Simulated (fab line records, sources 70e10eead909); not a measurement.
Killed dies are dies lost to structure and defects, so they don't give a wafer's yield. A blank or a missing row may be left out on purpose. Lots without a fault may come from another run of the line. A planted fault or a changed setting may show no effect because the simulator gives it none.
Which tool did it? | flow nand_harc | 6 lots, 18 wafers sampled, at 1 step of a route of 1159

WHAT THE GAUGES READ, wafer by wafer
NHARC_P_M1_CD_MEAS_09: target cd 130 nm.
lot  | measured     | on        | cd_nm (nm)
L178 | day 6 16:01  | cd_sem-01 | 130.1 130.1 130.0
L182 | day 6 22:07  | cd_sem-02 | 129.2 128.9 129.6
L184 | day 7 11:32  | cd_sem-01 | 129.9 130.1 129.9
L188 | day 8 14:53  | cd_sem-02 | 130.6 130.3 129.9
L190 | day 9 10:50  | cd_sem-02 | 130.7 131.1 130.6
L201 | day 11 12:16 | cd_sem-02 | 129.5 129.6 129.1

WHICH TOOL RAN EACH LOT (tool, then ch and the chambers of the sampled wafers, then the start)
The record holds no process step before these readings.

THE ANSWER, worked out from the rows above alone
Rule: what is usual is taken from the lots themselves. Put in order of their means at a reading, lots are off if they are a third of the lots or fewer, leave a main group of 4 or more, and stand apart from it by a gap of 3 or more times the standard deviation of the main group's means; of several such gaps the widest counts. A main group whose means are all the same, to the digits that the tables above print for the reading, isn't used. A lot without any number at a reading at which 4 lots or more have one is off too. The other lots that the step has rows for count as sound.
No lot is off at any reading shown: from this, nothing can be told.

WHAT THE SIMULATOR HAD PUT IN
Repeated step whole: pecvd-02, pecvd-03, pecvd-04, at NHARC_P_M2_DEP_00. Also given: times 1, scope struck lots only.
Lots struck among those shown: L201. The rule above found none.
